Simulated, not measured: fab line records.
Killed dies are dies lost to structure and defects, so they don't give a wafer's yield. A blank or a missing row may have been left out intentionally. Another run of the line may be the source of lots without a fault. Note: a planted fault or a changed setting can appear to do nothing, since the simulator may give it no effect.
Chamber matching | flow n5Finfet | 4 sister chambers for N5_BEOL_M5_ETCH_68 on rieDiel-01
The step etches SOC in N2/H2, target depth 80 nm, overetch 16 nm, time 120 s. 16 wafers are shown with their chamber, then 8 later ones without.

== EACH WAFER AND ITS CHAMBER ==
wafer  | chamber | showerheadPlenumPTorr (Torr) | throttleValvePct (%) | drypumpMotorCurrentA (A)
L080.1 | 1       | 2.44                         | 17.55                | 5.7
L080.4 | 2       | 2.47                         | 17.64                | 4.9
L080.6 | 0       | 2.65                         | 18.09                | 5.7
L079.2 | 2       | 2.47                         | 17.63                | 5.0
L079.4 | 3       | 2.47                         | 17.62                | 4.7
L079.5 | 3       | 2.46                         | 17.60                | 4.7
L081.3 | 2       | 2.47                         | 17.64                | 4.9
L081.4 | 1       | 2.44                         | 17.55                | 5.8
L081.5 | 0       | 2.65                         | 18.11                | 5.8
L084.4 | 2       | 2.47                         | 17.66                | 5.0
L084.5 | 0       | 2.64                         | 18.14                | 5.7
L084.6 | 1       | 2.43                         | 17.58                | 5.7
L088.1 | 3       | 2.46                         | 17.63                | 4.7
L088.4 | 2       | 2.47                         | 17.66                | 5.0
L088.5 | 1       | 2.43                         | 17.58                | 5.8
L090.3 | 2       | 2.47                         | 17.67                | 5.0

SIGNATURES (averages over the wafers above)
reading               | chamber 0 | chamber 1 | chamber 2 | chamber 3 | scatter within a chamber
showerheadPlenumPTorr | 2.6467    | 2.4350    | 2.4700    | 2.4633    | 0.00441
throttleValvePct      | 18.1133   | 17.5650   | 17.6500   | 17.6167   | 0.0179
drypumpMotorCurrentA  | 5.733     | 5.750     | 4.967     | 4.700     | 0.05
Rule: a wafer's distance from a chamber is the root of the sum, over the readings, of the square of ((its reading less the chamber's mean) divided by the reading's scatter). The wafer belongs to the nearest chamber; if the next one is less than 2 further off, it can't be placed. The scatter: the root of (the sum of the squares of (reading less its chamber's mean) over the shown wafers, divided by (wafers less chambers)).

== WAFERS WHOSE CHAMBER IS MISSING ==
wafer  | showerheadPlenumPTorr (Torr) | throttleValvePct (%) | drypumpMotorCurrentA (A)
L090.4 | 2.46                         | 17.67                | 4.7
L090.6 | 2.46                         | 17.67                | 4.7
L092.1 | 2.43                         | 17.60                | 5.8
L092.2 | 2.46                         | 17.69                | 5.0
L092.3 | 2.64                         | 18.14                | 5.7
L093.3 | 2.43                         | 17.60                | 5.8
L093.4 | 2.42                         | 17.62                | 5.8
L093.6 | 2.63                         | 18.14                | 5.7

== EACH ONE'S CHAMBER ==
wafer  | from the rows above | in truth
L090.4 | 3                   | 3
L090.6 | 3                   | 3
L092.1 | 1                   | 1
L092.2 | 2                   | 2
L092.3 | 0                   | 0
L093.3 | 1                   | 1
L093.4 | 1                   | 1
L093.6 | 0                   | 0
Placed correctly: 8 of 8. Number that these rows cannot place: 0. Number placed wrongly: 0.
